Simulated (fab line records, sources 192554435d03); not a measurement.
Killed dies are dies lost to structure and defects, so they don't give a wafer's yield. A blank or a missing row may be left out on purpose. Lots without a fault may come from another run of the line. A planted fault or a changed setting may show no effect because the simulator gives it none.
A struck lot beside a sound one | flow n5_finfet | 36 steps out of a route of 1938
Sound: wafers L533.1, L533.5. Struck: wafer L523.3. (L523.4 of the same lot was not struck and is left out.) The cause comes at the end.
At each step with rows: each side's tool, then ch and its chambers, then its first start. Under that, the readings that differ: sound wafers | struck wafers | difference of the means | sigmas: that difference in standard deviations of wafers without a fault.
alike: readings whose means differ by less than 2 such deviations, and words and numbers that are the same on both sides. not compared: withheld readings, readings that some wafer has no value for, bounds like >300 that may hide the same value, and numbers for which the record gives no deviation and whose values overlap.
The two part at a step that has a row with sigmas, a row that says differs or no value, or rows on one side only. Numbers that don't overlap but have no deviation are shown without sigmas and don't part them. A reading that every wafer of one side lacks parts them only if that side has two wafers or more.

first, 9 steps without rows for these wafers: N5_BEOL_M11_ALD_74 (deposits TaN, target thk 2 nm, pulse time 2 s, purge time 3 s); N5_BEOL_M11_SURFACE_TREAT_76; N5_BEOL_M11_CVD_75 (deposits Co from CCTBA/H2, target thk 2 nm, time 138.9 s); N5_BEOL_M11_SPUTTER_48 (material Cu, target thk 12 nm, time 2 s); N5_BEOL_M11_ECD_50 (material Cu, target thk 318 nm); N5_BEOL_M11_ANNEAL_51 (time 90 s); N5_BEOL_M11_CMP_52 (polishes, stops on SiCOH lowk, t overpolish 7 s, target thk 140 nm); N5_BEOL_M11_PRE_CLEAN_55 (time 15 s); N5_BEOL_M11_DEP_56 (deposits SiCN from 3MS/NH3, target thk 30 nm, time 10.5 s).
N5_BEOL_M12_ILD_DEP_00: deposits SiOC from DEMS/O2, target thk 658.92 nm, time 130.7 s.
  sound on pecvd-04 ch 1, day 16 17:21; struck on pecvd-03 ch 1, day 14 11:17
  reading                                       | sound       | struck | difference | sigmas
  showerhead_plenum_p_Torr (Torr)               | 5.713 5.696 | 5.660  | -0.044     | -3
  model.SiOC_of_BEOL_M12_ILD_DEP_00.thk_nm (nm) | 652 664.8   | 731.6  | +73.2      |
  alike: heater_power_w, throttle_valve_pct
N5_BEOL_M12_THK_MEAS_01:
  sound on film_metro-02, day 16 17:29; struck on film_metro-02, day 14 11:25
  reading          | sound   | struck | difference | sigmas
  M12_ILD_THK (nm) | 652 665 | 732    | +74        | +9
then, 10 steps without rows for these wafers: N5_BEOL_M12_COAT_58 (time 60 s, resist thk 89 nm); N5_BEOL_M12_COAT_04 (resist thk 400 nm); N5_BEOL_M12_EBR_06; N5_BEOL_M12_SOFTBAKE_05 (time 60 s); N5_BEOL_M12_EXPOSE_07 (exposes mask V11); N5_BEOL_M12_PEB_08 (peb time 90 s); N5_BEOL_M12_DEVELOP_09 (develop time 45 s); N5_BEOL_M12_HARDBAKE_14 (time 120 s); N5_BEOL_M12_DESCUM_15 (chemistry O2, time 7.9 s); N5_BEOL_M12_ETCH_59 (etches BARC in N2/H2, target depth 89 nm, overetch 26.7 nm, time 67.9 s).
N5_BEOL_M12_VIA_ETCH_16: etches SiOC in C4F8/O2/Ar, target depth 724.8 nm.
  sound on rie_diel-04 ch 0,2, day 16 18:05; struck on rie_diel-04 ch 0, day 14 11:54
  reading                                    | sound       | struck | difference | sigmas
  model.etch.depth_nm (nm)                   | 652 664.9   | 731.7  | +73.2      |
  model.coat_of_BEOL_M12_COAT_04.thk_nm (nm) | 124.2 116.6 | 100.2  | -20.2      |
  alike: bias_w, drypump_motor_current_A, oes_product_au, rf_vpp_V, showerhead_plenum_p_Torr, throttle_valve_pct
N5_BEOL_M12_STRIP_63: strips in N2/H2.
  sound on plasma_asher-02 ch 0,1, day 16 18:17; struck on plasma_asher-01 ch 1, day 14 12:07
  reading                      | sound     | struck | difference | sigmas
  strip_time_to_endpoint_s (s) | 42.8 40.8 | 36.3   | -5.5       | -6
  alike: drypump_motor_current_A, h2_flow_sccm, heater_power_w, oes_product_au
  not compared: rf_hours_counter_h
then, 12 steps without rows for these wafers: N5_BEOL_M12_STRIP_64 (strips in N2/H2); N5_BEOL_M12_STRIP_71 (strips in post etch residue remover, time 60 s); N5_BEOL_M12_SRD_72 (time 30 s, dry time 30 s); N5_BEOL_M12_COAT_65 (time 60 s, resist thk 300 nm); N5_BEOL_M12_COAT_66 (time 60 s, resist thk 110 nm); N5_BEOL_M12_COAT_22 (resist thk 300 nm); N5_BEOL_M12_EBR_24; N5_BEOL_M12_SOFTBAKE_23 (time 60 s); N5_BEOL_M12_EXPOSE_25 (exposes mask M12); N5_BEOL_M12_PEB_26 (peb time 90 s); N5_BEOL_M12_DEVELOP_27 (develop time 45 s); N5_BEOL_M12_HARDBAKE_32 (time 120 s).
N5_BEOL_M12_CMP_49: polishes, stops on SiOC, t overpolish 20.6 s, target thk 320 nm.
  sound on cmp-03 ch 1,3, day 17 01:18; struck on cmp-03 ch 2, day 14 20:31
  reading                                       | sound       | struck | difference | sigmas
  motor_current_A (A)                           | 5.3 5.5     | 7.0    | +1.6       | +2
  model.SiOC_of_BEOL_M12_ILD_DEP_00.thk_nm (nm) | 591.6 604.2 | 673.8  | +75.9      |
  alike: platen_rpm

WHERE THEY PART
First at N5_BEOL_M12_ILD_DEP_00; last, within this record, at N5_BEOL_M12_CMP_49.

WHY: what the simulator had put in
Process parameter drift: pecvd-03, from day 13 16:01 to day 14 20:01, at N5_BEOL_M12_ILD_DEP_00. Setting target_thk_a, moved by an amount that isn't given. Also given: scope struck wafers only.
